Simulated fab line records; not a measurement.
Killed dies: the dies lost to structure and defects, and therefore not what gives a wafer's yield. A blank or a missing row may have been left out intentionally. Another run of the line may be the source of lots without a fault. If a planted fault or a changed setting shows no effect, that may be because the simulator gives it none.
Check of tool commonality | flow nand harc | 14 lots and 42 wafers in the sample

== WHY THIS WAS OPENED ==
On 2 of the 14 lots, a flag is raised at NHARC_A_M1_CD_MEAS_09 on the reading cd nm. Wafers without a fault read 119.6 nm, standard deviation 0.69.
Rule: a lot gets a flag if all its wafers with a number sit over 4 standard deviations from that mean, or if no wafer of it has a number. All remaining lots are regarded as sound.

lot  | measured     | on        | cd nm (nm), wafer by wafer | flag
L736 | day 17 20:55 | cd sem-02 | 119.3 119.4 120.6          |
L739 | day 18 01:22 | cd sem-01 | 119.9 120.5 119.8          |
L735 | day 18 03:55 | cd sem-01 | 119.9 119.8 120.0          |
L737 | day 18 09:14 | cd sem-01 | 71.1 70.8 70.4             | FLAGGED
L744 | day 20 01:14 | cd sem-03 | 76.7 76.2 76.5             | FLAGGED
L750 | day 21 02:52 | cd sem-01 | 118.9 118.8 119.6          |
L748 | day 21 06:23 | cd sem-02 | 121.1 119.5 120.4          |
L752 | day 22 03:43 | cd sem-02 | 119.3 119.8 119.3          |
L753 | day 22 08:34 | cd sem-02 | 119.8 118.7 118.3          |
L754 | day 22 08:56 | cd sem-02 | 120.1 120.6 119.7          |
L757 | day 22 22:34 | cd sem-01 | 120.4 119.6 119.6          |
L755 | day 23 04:23 | cd sem-02 | 120.1 119.4 120.4          |
L756 | day 23 08:07 | cd sem-01 | 119.2 119.0 119.5          |
L758 | day 24 02:07 | cd sem-02 | 119.6 119.6 119.8          |
The mean of the flagged lots' numbers is 73.6 nm, -46.0 nm from the usual (-67 standard deviations).

== WHICH TOOL RAN EACH LOT ==
2 process steps preceding the reading are held in the record, out of 1159 steps in the route. Each cell gives the tool, then ch followed by the chambers the sampled wafers passed through, then the start.
lot  | flag    | NHARC_A_BLC_ETCH_17                           | NHARC_A_M1_PEB_07
L736 |         | rie diel-12 ch 2,3, day 17 20:50 or earlier   | litho track-06 ch 0, day 17 20:50
L739 |         | rie diel-02 ch 1,2,3, day 18 01:17 or earlier | litho track-04 ch 0, day 18 01:17
L735 |         | rie diel-04 ch 0,1,3, day 18 03:49 or earlier | litho track-04 ch 0, day 18 03:49
L737 | FLAGGED | rie diel-04 ch 2,3, day 18 09:10 or earlier   | litho track-01 ch 0, day 18 09:10
L744 | FLAGGED | rie diel-02 ch 1,2,3, day 20 01:09 or earlier | litho track-01 ch 0, day 20 01:09
L750 |         | rie diel-12 ch 0,1,3, day 21 02:47 or earlier | litho track-06 ch 0, day 21 02:47
L748 |         | rie diel-02 ch 0,1, day 21 06:17 or earlier   | litho track-06 ch 0, day 21 06:17
L752 |         | rie diel-02 ch 1,2,3, day 22 03:38 or earlier | litho track-04 ch 0, day 22 03:38
L753 |         | rie diel-04 ch 1,3, day 22 08:29 or earlier   | litho track-01 ch 0, day 22 08:29
L754 |         | rie diel-04 ch 1,2,3, day 22 08:52 or earlier | litho track-04 ch 0, day 22 08:52
L757 |         | rie diel-02 ch 0,1,3, day 22 22:29 or earlier | litho track-06 ch 0, day 22 22:29
L755 |         | rie diel-04 ch 0,1,2, day 23 04:19 or earlier | litho track-06 ch 0, day 23 04:19
L756 |         | rie diel-04 ch 0,1, day 23 08:02 or earlier   | litho track-01 ch 0, day 23 08:02
L758 |         | rie diel-02 ch 1,2,3, day 24 02:02 or earlier | litho track-06 ch 0, day 24 02:02
What these steps do:
- NHARC_A_BLC_ETCH_17: etches the open film in N2/H2, target depth 390 nm, time 609.38 s.
- NHARC_A_M1_PEB_07: peb time 65 s.
- NHARC_A_M1_CD_MEAS_09: target cd 120 nm.

== FLAGGED AGAINST TOTAL, ONE TOOL AT A TIME (gauges that did the reading follow at the end) ==
step                  | tool           | lots run | flagged | share of the flagged lots | sound lots run after its first flagged lot
NHARC_A_BLC_ETCH_17   | rie diel-02    | 6        | 1       | some                      | 4 (L748,L752,L757,L758)
NHARC_A_BLC_ETCH_17   | rie diel-04    | 6        | 1       | some                      | 4 (L753,L754,L755,L756)
NHARC_A_BLC_ETCH_17   | rie diel-12    | 2        | 0       | none                      | -
NHARC_A_M1_PEB_07     | litho track-01 | 4        | 2       | all                       | 2 (L753,L756)
NHARC_A_M1_PEB_07     | litho track-04 | 4        | 0       | none                      | -
NHARC_A_M1_PEB_07     | litho track-06 | 6        | 0       | none                      | -
NHARC_A_M1_CD_MEAS_09 | cd sem-01      | 6        | 1       | some                      | 3 (L750,L757,L756)
NHARC_A_M1_CD_MEAS_09 | cd sem-02      | 7        | 0       | none                      | -
NHARC_A_M1_CD_MEAS_09 | cd sem-03      | 1        | 1       | some                      | 0
NHARC_A_BLC_ETCH_17 gives no start for some lots, so the hours and the order of its lots are those of NHARC_A_M1_PEB_07.

== WHAT THE TABLE ALLOWS ==
In the table, 1 row covers all flagged lots: litho track-01 at NHARC_A_M1_PEB_07.
- litho track-01 at NHARC_A_M1_PEB_07: 2 of its 4 lots flagged. After the first flagged lot (L753, L756), sound lots still ran on it; a lasting fault on the whole tool would not permit that. Its own readings lie more than 4 standard deviations out on every wafer of the flagged lots: heater power total W, plate temp C.
No row of the table ran every flagged lot and no sound lot after the first.

== WHAT HAD BEEN PUT IN BY THE SIMULATOR ==
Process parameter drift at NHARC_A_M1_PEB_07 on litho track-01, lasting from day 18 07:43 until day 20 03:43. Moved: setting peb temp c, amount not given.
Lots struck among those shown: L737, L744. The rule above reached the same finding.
